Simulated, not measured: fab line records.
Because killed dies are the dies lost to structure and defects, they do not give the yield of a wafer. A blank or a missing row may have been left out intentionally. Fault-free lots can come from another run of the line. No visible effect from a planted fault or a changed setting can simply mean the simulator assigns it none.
Matching of chambers    flow n5_finfet    N5_FIN_CUT_STRIP_22 on rie_diel-02 has 4 sister chambers
The step strips in N2/H2. 8 wafers are shown with their chamber, then 8 later ones without.

## WAFERS PAIRED WITH THEIR CHAMBERS
wafer   chamber  throttle_valve_pct (%)  showerhead_plenum_p_Torr (Torr)
L079.2  3        18.8                    3.50
L079.4  1        18.8                    3.27
L084.2  2        18.6                    3.09
L084.5  1        18.8                    3.27
L089.2  2        18.6                    3.08
L089.4  0        19.9                    3.35
L089.6  3        18.8                    3.49
L090.2  0        20.0                    3.35

## WAFERS WITH NO CHAMBER GIVEN
wafer   throttle_valve_pct (%)  showerhead_plenum_p_Torr (Torr)
L090.4  18.8                    3.49
L090.5  19.9                    3.35
L091.1  18.8                    3.49
L091.2  18.6                    3.08
L091.4  18.8                    3.26
L097.1  18.8                    3.26
L097.2  18.8                    3.49
L097.4  20.0                    3.35

## EACH ONE'S CHAMBER
wafer   from the rows above  in truth
L090.4  3                    3
L090.5  0                    0
L091.1  3                    3
L091.2  2                    2
L091.4  1                    1
L097.1  1                    1
L097.2  3                    3
L097.4  0                    0
Placed correctly: 8 of 8. Can't be placed from these rows: 0. 0 placed wrongly.
How it was worked out, from the rows above alone: a wafer's distance from a chamber is the root of the sum, over the readings, of the square of ((its reading less the chamber's mean) divided by the reading's scatter). If the next closest chamber is less than 2 further off than the closest, the wafer can't be placed; otherwise it belongs to the closest. For every chamber, the mean is computed from those of its wafers that are shown. The scatter: the root of (the sum of the squares of (reading less its chamber's mean) over the shown wafers, divided by (wafers less chambers)).
